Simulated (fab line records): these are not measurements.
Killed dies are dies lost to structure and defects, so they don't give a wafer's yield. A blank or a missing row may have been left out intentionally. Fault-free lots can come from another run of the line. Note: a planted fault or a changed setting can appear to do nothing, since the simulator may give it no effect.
Which tool was responsible? || flow nandHarc || 6 lots, 18 wafers sampled, at 5 steps of a route of 1302

## WHAT THE GAUGES SHOWED, per wafer
NHARC_END_SORT_01.
{"lot": "L844", "measured": "day 30 00:46", "on": "prober-02", "killedAtArray": "56 68 63"}

## WHAT TOOL EACH LOT RAN ON (gives the tool, then ch and the chambers of the sampled wafers, and finally the start)
{"lot": "L836", "NHARC_A_CHANNEL_HOLE_D1_ETCH_33": "harEtch-01 ch 0,1, day 10 19:26", "NHARC_A_CHANNEL_HOLE_D1_XSEM_31": "xsem-02 ch 0, day 10 21:04", "NHARC_A_CHANNEL_FILL_D1_ETCHBACK_19": "rieSi-01 ch 0,3, day 12 01:54", "NHARC_A_CHANNEL_FILL_D1_STRIP_29": "rieDiel-01 ch 0,3, no start"}
{"lot": "L844", "NHARC_A_CHANNEL_HOLE_D1_ETCH_33": "harEtch-02 ch 1, day 14 11:46", "NHARC_A_CHANNEL_HOLE_D1_XSEM_31": "xsem-01 ch 0, day 14 13:23", "NHARC_A_CHANNEL_FILL_D1_ETCHBACK_19": "rieSi-06 ch 0,3, day 15 14:08", "NHARC_A_CHANNEL_FILL_D1_STRIP_29": "rieDiel-01 ch 1,3, day 30 00:46 or earlier"}
{"lot": "L847", "NHARC_A_CHANNEL_HOLE_D1_ETCH_33": "harEtch-02 ch 0,1, day 15 19:44", "NHARC_A_CHANNEL_HOLE_D1_XSEM_31": "xsem-02 ch 0, day 15 21:23", "NHARC_A_CHANNEL_FILL_D1_ETCHBACK_19": "rieSi-03 ch 0,2,3, day 16 21:51", "NHARC_A_CHANNEL_FILL_D1_STRIP_29": "rieDiel-08 ch 0,2, no start"}
{"lot": "L849", "NHARC_A_CHANNEL_HOLE_D1_ETCH_33": "harEtch-01 ch 0, day 16 10:11", "NHARC_A_CHANNEL_HOLE_D1_XSEM_31": "xsem-02 ch 0, day 16 11:47", "NHARC_A_CHANNEL_FILL_D1_ETCHBACK_19": "rieSi-01 ch 0,2,3, day 17 12:47", "NHARC_A_CHANNEL_FILL_D1_STRIP_29": "rieDiel-03 ch 0,2, no start"}
{"lot": "L852", "NHARC_A_CHANNEL_HOLE_D1_ETCH_33": "harEtch-02 ch 0,1, day 17 19:02", "NHARC_A_CHANNEL_HOLE_D1_XSEM_31": "xsem-02 ch 0, day 17 20:38", "NHARC_A_CHANNEL_FILL_D1_ETCHBACK_19": "rieSi-03 ch 1,2,3, day 18 21:10", "NHARC_A_CHANNEL_FILL_D1_STRIP_29": "rieDiel-03 ch 0,2,3, no start"}
{"lot": "L854", "NHARC_A_CHANNEL_HOLE_D1_ETCH_33": "harEtch-01 ch 0,1, day 18 13:46", "NHARC_A_CHANNEL_HOLE_D1_XSEM_31": "xsem-02 ch 0, day 18 15:22", "NHARC_A_CHANNEL_FILL_D1_ETCHBACK_19": "rieSi-01 ch 0,1,2, day 19 17:02", "NHARC_A_CHANNEL_FILL_D1_STRIP_29": "rieDiel-03 ch 2,3, no start"}
- NHARC_A_CHANNEL_HOLE_D1_ETCH_33: etches the open film in C4F8/O2/Ar, time 90 s, target depth 400 nm.
- NHARC_A_CHANNEL_HOLE_D1_XSEM_31
- NHARC_A_CHANNEL_FILL_D1_ETCHBACK_19: etches the open film in HBr/Cl2, target depth 5 nm, time 1.7 s.
- NHARC_A_CHANNEL_FILL_D1_STRIP_29: strips in O2, time 20 s.

## THE ANSWER, worked out from the rows above alone
Rule: what is usual is taken from the lots themselves. The widest of any qualifying gaps counts: lots, ordered by their means at a reading, are off when they make up no more than a third of the lots, leave a main group of 4 or more, and stand apart from it by 3 or more times the standard deviation of that group's means. Not used: any main group whose means are identical at the precision the tables above print for the reading. Also off: a lot with no number at a reading for which 4 or more lots have one. All remaining lots with rows at the step are treated as sound.
Nothing can be told from this: no lot is off at any reading shown.

## WHAT WAS PUT IN BY THE SIMULATOR
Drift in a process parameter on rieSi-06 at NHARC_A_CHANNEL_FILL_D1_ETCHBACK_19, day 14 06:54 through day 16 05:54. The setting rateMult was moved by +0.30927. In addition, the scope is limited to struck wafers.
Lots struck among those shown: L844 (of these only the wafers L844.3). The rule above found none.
